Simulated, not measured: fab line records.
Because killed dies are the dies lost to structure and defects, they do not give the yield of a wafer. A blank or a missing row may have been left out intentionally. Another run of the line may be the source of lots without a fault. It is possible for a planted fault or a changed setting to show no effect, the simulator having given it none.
Which of the tools did it?	flow n5Finfet	Sampling: 19 lots, 57 wafers, 6 of 1938 route steps

WHAT THE GAUGES SHOWED, per wafer
The record holds no reading of a measuring or inspecting step that can be judged against a usual standard deviation.

WHICH TOOL RAN EACH LOT (tool, then ch and the chambers of the sampled wafers, then the start)
lot	N5_MOL_CONTACT_COAG_ETCH_48	N5_BEOL_M0_SAQP_SPACER1_ALD_98	N5_BEOL_M0_ETCH_138	N5_BEOL_M0_ETCH_128	N5_BEOL_M0_ANNEAL_135	N5_BEOL_M0_CMP_120
L074	rieDiel-06 ch 2,3, day 5 09:06	aldSin-04 ch 0,1,3, day 5 16:08	rieDiel-05 ch 1,2,3, day 5 20:59	rieDiel-05 ch 0,1,3, day 5 22:22	pvdSputter-01, day 6 00:05	cmp-02 ch 0,1,3, day 6 01:19
L076	rieDiel-06 ch 1,2, day 6 05:55	aldSin-04 ch 0,2,3, day 6 17:26	rieDiel-01 ch 0,2,3, day 6 22:53	rieDiel-05 ch 2,3, day 7 01:18	pvdSputter-03, day 7 02:52	cmp-02 ch 0,2,3, day 7 04:06
L077	rieDiel-05 ch 0,2,3, day 6 10:35	aldSin-02 ch 0,2,3, day 6 19:17	rieDiel-05 ch 0,2,3, day 7 01:37	rieDiel-01 ch 0,2,3, day 7 02:03	pvdSputter-03, day 7 03:19	cmp-03 ch 0,1,2, day 7 04:24
L078	rieDiel-06 ch 0,1,3, day 6 14:47	aldSin-03 ch 0,3, day 6 22:56	rieDiel-05 ch 0,2, day 7 03:26	rieDiel-01 ch 0,2, day 7 04:01	pvdSputter-01, day 7 08:22	cmp-03 ch 0,2, day 7 08:55
L079	rieDiel-06 ch 0,2, day 6 20:54	aldSin-04 ch 0,2,3, day 7 04:14	rieDiel-06 ch 1,2,3, day 7 09:38	rieDiel-06 ch 1,2, day 7 10:37	pvdSputter-01, day 7 13:37	cmp-03 ch 1,2, day 7 14:09
L080	rieDiel-01 ch 0,2,3, day 6 23:38	aldSin-02 ch 2,3, day 7 06:55	rieDiel-05 ch 0,1,3, day 7 11:32	rieDiel-05 ch 0,1,2, day 7 13:31	pvdSputter-03, day 7 16:04	cmp-03 ch 1,2,3, day 7 16:43
L083	rieDiel-06 ch 0,1,3, day 7 09:19	aldSin-04 ch 0,2,3, day 7 15:59	rieDiel-05 ch 1,2, day 7 20:53	rieDiel-01 ch 1,3, day 8 04:20	pvdSputter-02, day 8 07:12	cmp-04 ch 0,1,3, day 8 07:46
L084	rieDiel-05 ch 0,1, day 7 17:32	aldSin-04 ch 1,2, day 8 02:32	rieDiel-05 ch 1,2,3, day 8 07:44	rieDiel-06 ch 1,3, day 8 10:55	pvdSputter-01, day 8 13:17	cmp-02 ch 0,2,3, day 8 13:54
L085	rieDiel-06 ch 0,1, day 8 01:09	aldSin-03 ch 2,3, day 8 09:32	rieDiel-01 ch 0,3, day 8 15:42	rieDiel-01 ch 0,1,2, day 8 19:08	pvdSputter-03, day 8 21:04	cmp-04 ch 2,3, day 8 21:37
L086	rieDiel-05 ch 0,1, day 8 07:13	aldSin-03 ch 1,2,3, day 8 14:38	rieDiel-01 ch 1,3, day 8 19:34	rieDiel-01 ch 0,1,3, day 8 20:50	pvdSputter-01, day 8 23:44	cmp-04 ch 0,1,3, day 9 00:21
L087	rieDiel-06 ch 1,3, day 8 10:48	aldSin-02 ch 0,2,3, day 8 17:40	rieDiel-01 ch 1,2,3, day 8 23:26	rieDiel-06 ch 0,1, day 9 01:13	pvdSputter-03, day 9 03:43	cmp-02 ch 0,3, day 9 04:20
L089	rieDiel-01 ch 1,2,3, day 9 02:30	aldSin-02 ch 2,3, day 9 10:30	rieDiel-05 ch 0,1,3, day 9 15:12	rieDiel-05 ch 1,3, day 9 16:04	pvdSputter-02, day 9 20:00	cmp-03 ch 0,1,3, day 9 20:36
L090	rieDiel-01 ch 0,2, day 9 10:07	aldSin-03 ch 0,1,2, day 9 17:52	rieDiel-06 ch 0,2, day 9 23:32	rieDiel-06 ch 2,3, day 10 01:29	pvdSputter-01, day 10 05:55	cmp-03 ch 0,1,2, day 10 06:32
L092	rieDiel-01 ch 0,1,3, day 9 19:25	aldSin-04 ch 0,2, day 10 03:00	rieDiel-06 ch 0,2,3, day 10 07:30	rieDiel-06 ch 0,3, day 10 08:40	pvdSputter-02, day 10 10:22	cmp-02 ch 1,2,3, day 10 11:28
L093	rieDiel-01 ch 0,1,2, day 10 01:59	aldSin-03 ch 0,1,2, day 10 09:16	rieDiel-05 ch 0,1, day 10 14:19	rieDiel-05 ch 0,1,3, day 10 17:02	pvdSputter-02, day 10 18:56	cmp-03 ch 1,2,3, day 10 19:28
L095	rieDiel-01 ch 0,3, day 10 13:59	aldSin-03 ch 0,2,3, day 10 23:43	rieDiel-06 ch 2,3, day 11 05:16	rieDiel-06 ch 1,2, day 11 05:45	pvdSputter-01, day 11 08:27	cmp-02 ch 0,2, day 11 09:01
L094	rieDiel-01 ch 0,3, day 10 14:50	aldSin-02 ch 0,2,3, day 11 01:46	rieDiel-06 ch 1,2,3, day 11 07:18	rieDiel-05 ch 1,2,3, day 11 08:40	pvdSputter-01, day 11 11:02	cmp-04 ch 0,2,3, day 11 11:34
L096	rieDiel-01 ch 0,2,3, day 10 17:53	aldSin-02 ch 0,3, day 11 03:01	rieDiel-05 ch 1,3, day 11 07:49	rieDiel-01 ch 1,3, day 11 08:48	pvdSputter-03, day 11 10:37	cmp-03 ch 0,2,3, day 11 11:31
L097	rieDiel-05 ch 0,1,3, day 10 23:38	aldSin-02 ch 1,2,3, day 11 07:35	rieDiel-05 ch 1,3, day 11 12:11	rieDiel-05 ch 0,1,2, day 11 13:35	pvdSputter-03, day 11 15:22	cmp-02 ch 1,2, day 11 15:54
- N5_MOL_CONTACT_COAG_ETCH_48: etches SiOC in C4F6/O2, target depth 15 nm, overetch 4.5 nm, time 17 s.
- N5_BEOL_M0_SAQP_SPACER1_ALD_98: deposits SiO2, target thk 12.8 nm, pulse time 1 s, purge time 2 s.
- N5_BEOL_M0_ETCH_138: etches SiCN in CH3F/O2, target depth 12 nm, time 31.6 s.
- N5_BEOL_M0_ETCH_128: etches SiCN in CF4/N2, target depth 12 nm, overetch 5.1 nm, time 21.4 s.
- N5_BEOL_M0_ANNEAL_135: time 60 s.
- N5_BEOL_M0_CMP_120: polishes, stops on SiOC, t overpolish 6.9 s.

AS READ BY THE TOOLS THEMSELVES (means over the sampled wafers that have a number; for cases with no such wafer, the mark the record gives instead)
N5_MOL_CONTACT_COAG_ETCH_48. Usual: O2_flow_sccm 10.00 sccm, standard deviation 0.032; biasW 464.9 W, standard deviation 1.5; drypumpMotorCurrentA 5.7 A, standard deviation 0.41; oesProductAu 0.63 a.u., standard deviation 0.062; rfVppV 1585 V, standard deviation 21; showerheadPlenumPTorr 2.85 Torr, standard deviation 0.11; throttleValvePct 40.7 %, standard deviation 0.36.
lot	tool	O2_flow_sccm (sccm)	biasW (W)	drypumpMotorCurrentA (A)	oesProductAu (a.u.)	rfVppV (V)	showerheadPlenumPTorr (Torr)	throttleValvePct (%)	flag
L074	rieDiel-06	10.02	465.6	5.7	0.67	1612	2.89	40.6	
L076	rieDiel-06	10.01	465.7	5.6	0.57	1594	2.74	40.8	
L077	rieDiel-05	9.99	463.3	5.3	0.60	1579	2.73	41.0	
L078	rieDiel-06	10.00	465.6	5.8	0.63	1596	2.92	41.0	
L079	rieDiel-06	9.97	464.9	5.7	0.64	1588	2.78	40.7	
L080	rieDiel-01	9.99	465.1	5.7	0.60	1589	2.87	40.4	
L083	rieDiel-06	10.00	463.6	5.8	0.68	1596	2.91	41.1	
L084	rieDiel-05	10.00	464.8	5.7	0.65	1571	2.76	41.1	
L085	rieDiel-06	9.98	464.6	5.9	0.63	1579	2.91	41.2	
L086	rieDiel-05	9.99	465.2	6.2	0.76	1575	2.90	41.1	
L087	rieDiel-06	10.04	465.3	5.7	0.66	1611	2.92	41.0	
L089	rieDiel-01	10.02	465.3	5.9	0.55	1579	2.85	40.3	
L090	rieDiel-01	10.01	466.2	5.7	0.63	1581	2.88	40.4	
L092	rieDiel-01	10.01	464.7	5.6	0.62	1574	2.83	40.4	
L093	rieDiel-01	10.01	464.3	6.0	0.62	1572	2.85	40.4	
L095	rieDiel-01	9.98	463.5	5.3	0.60	1591	2.83	40.5	
L094	rieDiel-01	9.99	463.8	5.4	0.62	1591	2.83	40.5	
L096	rieDiel-01	10.00	465.9	5.7	0.58	1589	2.86	40.4	
L097	rieDiel-05	10.01	465.0	5.7	0.67	1566	2.82	41.1	

N5_BEOL_M0_SAQP_SPACER1_ALD_98. Usual: heaterPowerW 476 W, standard deviation 54; precursorPulseHeightRel 1.002, standard deviation 0.021; susceptorTempC 300.02 C, standard deviation 0.17.
lot	tool	heaterPowerW (W)	precursorPulseHeightRel	susceptorTempC (C)	flag
L074	aldSin-04	499	0.975	299.89	
L076	aldSin-04	554	1.016	300.06	
L077	aldSin-02	449	1.009	299.99	
L078	aldSin-03	500	1.004	300.02	
L079	aldSin-04	539	0.987	300.08	
L080	aldSin-02	459	1.006	300.00	
L083	aldSin-04	541	1.009	300.07	
L084	aldSin-04	531	1.002	299.93	
L085	aldSin-03	442	1.018	300.03	
L086	aldSin-03	433	1.010	300.02	
L087	aldSin-02	444	1.012	300.06	
L089	aldSin-02	462	0.998	299.81	
L090	aldSin-03	451	0.983	300.02	
L092	aldSin-04	517	1.020	300.31	
L093	aldSin-03	456	0.999	299.89	
L095	aldSin-03	471	0.998	300.11	
L094	aldSin-02	451	1.001	300.01	
L096	aldSin-02	431	1.003	299.99	
L097	aldSin-02	440	1.009	300.13	

N5_BEOL_M0_ETCH_138. Usual: O2_flow_sccm 20.01 sccm, standard deviation 0.059; biasW 75.01 W, standard deviation 0.26; drypumpMotorCurrentA 5.7 A, standard deviation 0.46; etchRfOnTimeS 29.2 s, standard deviation 0.73; oesProductAu 0.65 a.u., standard deviation 0.073; rfVppV 297.2 V, standard deviation 2; showerheadPlenumPTorr 1.99 Torr, standard deviation 0.095; throttleValvePct 16.39 %, standard deviation 0.15.
lot	tool	O2_flow_sccm (sccm)	biasW (W)	drypumpMotorCurrentA (A)	etchRfOnTimeS (s)	oesProductAu (a.u.)	rfVppV (V)	showerheadPlenumPTorr (Torr)	throttleValvePct (%)	flag
L074	rieDiel-05	20.02	75.33	5.7	28.9	0.60	296.8	1.94	16.51	
L076	rieDiel-01	20.03	74.70	5.7	29.2	0.64	298.1	2.02	16.24	
L077	rieDiel-05	20.00	75.03	5.3	29.5	0.62	295.6	1.91	16.46	
L078	rieDiel-05	19.99	75.12	5.3	29.4	0.63	294.7	1.86	16.51	
L079	rieDiel-06	19.96	74.90	5.7	28.4	0.63	296.6	1.99	16.45	
L080	rieDiel-05	20.02	75.11	5.7	29.4	0.71	297.4	2.00	16.44	
L083	rieDiel-05	19.99	75.16	6.2	29.0	0.76	298.6	2.07	16.37	
L084	rieDiel-05	20.02	75.00	5.7	29.1	0.68	298.2	2.01	16.41	
L085	rieDiel-01	20.01	75.28	5.4	30.1	0.64	297.2	1.99	16.29	
L086	rieDiel-01	20.06	75.18	5.6	29.0	0.60	297.2	1.98	16.43	
L087	rieDiel-01	19.99	74.77	5.9	29.4	0.60	297.7	2.00	16.44	
L089	rieDiel-05	19.99	74.63	5.7	29.1	0.69	296.8	1.99	16.48	
L090	rieDiel-06	19.98	75.16	5.9	29.3	0.62	297.8	2.01	16.36	
L092	rieDiel-06	19.97	75.08	5.8	29.1	0.63	297.3	2.01	16.38	
L093	rieDiel-05	20.10	75.04	5.7	29.5	0.69	296.2	1.93	16.53	
L095	rieDiel-06	20.07	74.83	5.6	29.4	0.61	296.1	1.95	16.40	
L094	rieDiel-06	20.08	75.01	5.7	28.3	0.68	296.9	1.98	16.33	
L096	rieDiel-05	20.00	75.34	6.1	29.2	0.72	298.8	2.09	16.41	
L097	rieDiel-05	20.04	74.87	5.6	29.5	0.66	297.6	2.03	16.46	

N5_BEOL_M0_ETCH_128. Usual: biasW 70.01 W, standard deviation 0.22; drypumpMotorCurrentA 5.7 A, standard deviation 0.44; oesProductAu 0.52 a.u., standard deviation 0.053; rfVppV 382.2 V, standard deviation 2.5; showerheadPlenumPTorr 2.21 Torr, standard deviation 0.095; throttleValvePct 15.51 %, standard deviation 0.17.
lot	tool	biasW (W)	drypumpMotorCurrentA (A)	oesProductAu (a.u.)	rfVppV (V)	showerheadPlenumPTorr (Torr)	throttleValvePct (%)	flag
L074	rieDiel-05	70.02	5.7	0.50	380.6	2.11	15.67	
L076	rieDiel-05	69.99	5.2	0.50	380.7	2.17	15.49	
L077	rieDiel-01	70.01	5.7	0.51	382.0	2.23	15.36	
L078	rieDiel-01	70.12	6.1	0.50	383.8	2.25	15.36	
L079	rieDiel-06	69.77	5.6	0.48	380.6	2.13	15.59	
L080	rieDiel-05	70.06	5.8	0.57	380.7	2.17	15.55	
L083	rieDiel-01	70.26	5.6	0.49	381.3	2.19	15.58	
L084	rieDiel-06	69.86	5.7	0.53	383.4	2.26	15.60	
L085	rieDiel-01	70.00	6.0	0.51	383.1	2.23	15.47	
L086	rieDiel-01	69.93	5.6	0.50	382.2	2.20	15.48	
L087	rieDiel-06	70.21	5.9	0.51	384.4	2.26	15.56	
L089	rieDiel-05	69.89	5.6	0.55	382.9	2.25	15.51	
L090	rieDiel-06	70.22	5.7	0.51	382.5	2.23	15.53	
L092	rieDiel-06	70.01	5.8	0.53	384.0	2.29	15.51	
L093	rieDiel-05	70.09	5.7	0.55	381.8	2.19	15.58	
L095	rieDiel-06	70.16	5.7	0.58	381.2	2.16	15.41	
L094	rieDiel-05	69.81	5.7	0.58	384.0	2.30	15.37	
L096	rieDiel-01	70.07	5.6	0.48	381.7	2.18	15.63	
L097	rieDiel-05	69.99	5.8	0.59	383.9	2.24	15.43	

N5_BEOL_M0_ANNEAL_135. Usual: heaterPowerW 791 W, standard deviation 64; susceptorTempC 400.03 C, standard deviation 0.21.
lot	tool	heaterPowerW (W)	susceptorTempC (C)	flag
L074	pvdSputter-01	778	400.13	
L076	pvdSputter-03	771	400.01	
L077	pvdSputter-03	810	400.06	
L078	pvdSputter-01	758	399.78	
L079	pvdSputter-01	782	399.99	
L080	pvdSputter-03	807	400.06	
L083	pvdSputter-02	760	399.93	
L084	pvdSputter-01	806	399.99	
L085	pvdSputter-03	776	399.92	
L086	pvdSputter-01	811	400.12	
L087	pvdSputter-03	803	400.29	
L089	pvdSputter-02	759	400.09	
L090	pvdSputter-01	779	400.03	
L092	pvdSputter-02	826	400.16	
L093	pvdSputter-02	861	399.96	
L095	pvdSputter-01	815	400.03	
L094	pvdSputter-01	793	399.98	
L096	pvdSputter-03	782	400.04	
L097	pvdSputter-03	807	400.06	

N5_BEOL_M0_CMP_120. Usual: for barrierFieldEndpointS, 3.64 s with a standard deviation of 0.12; for edgeZonePressureFrac, 1.000 with a standard deviation of 0.0047; for motorCurrentA, 6.2 A with a standard deviation of 0.72; for overpolishRunS, 6.900 s with a standard deviation of 0.0088; for padLifeWafers, 979 with a standard deviation of 620; for platenRpm, 50.00 rpm with a standard deviation of 0.038; for timeToEndpointS, 63 s with a standard deviation of 3.5.
lot	tool	barrierFieldEndpointS (s)	edgeZonePressureFrac	motorCurrentA (A)	overpolishRunS (s)	padLifeWafers	platenRpm (rpm)	timeToEndpointS (s)	flag
L074	cmp-02	3.61	0.999	6.2	6.901	974	50.01	62	
L076	cmp-02	3.68	0.998	6.7	6.895	1190	50.00	62	
L077	cmp-03	3.75	1.000	6.6	6.903	793	50.02	60	
L078	cmp-03	3.52	0.999	6.4	6.905	823	49.98	60	
L079	cmp-03	3.62	1.008	6.4	6.897	870	50.01	62	
L080	cmp-03	3.56	1.001	5.9	6.897	907	49.97	62	
L083	cmp-04	3.69	1.001	5.7	6.898	74	50.00	67	
L084	cmp-02	3.48	1.002	6.7	6.899	1430	50.00	60	
L085	cmp-04	3.71	0.997	6.3	6.899	168	49.97	67	
L086	cmp-04	3.70	0.999	5.5	6.898	188	50.01	66	
L087	cmp-02	3.60	1.003	6.8	6.900	1554	50.00	61	
L089	cmp-03	3.57	1.001	6.3	6.902	1322	49.98	61	
L090	cmp-03	3.59	0.994	6.5	6.889	1424	49.98	60	
L092	cmp-02	3.67	1.000	6.2	6.901	1873	50.02	65	
L093	cmp-03	3.85	0.995	6.3	6.898	1537	49.96	64	
L095	cmp-02	3.60	0.998	7.2	6.901	2042	50.03	62	
L094	cmp-04	3.66	1.003	5.7	6.898	547	49.97	67	
L096	cmp-03	3.55	0.996	6.4	6.900	1676	49.97	62	
L097	cmp-02	3.78	1.000	6.8	6.907	8	50.00	68	

THE ANSWER, worked out from the rows above alone
Rule: a lot is off if the mean of its wafers that have a number lies more than 3 standard deviations from the usual mean. A lot without any number at a reading at which 4 lots or more have one is off too. All remaining lots with rows at the step are treated as sound. First the gauges in route order, then the tools' own readings, where a lot's mean is used as printed above. At the first step where some lot is off, the reading lying furthest off is the one used; lots without a number count as furthest.
No lot is off on any of the readings shown, so nothing can be concluded from this.

WHAT HAD BEEN PUT IN BY THE SIMULATOR
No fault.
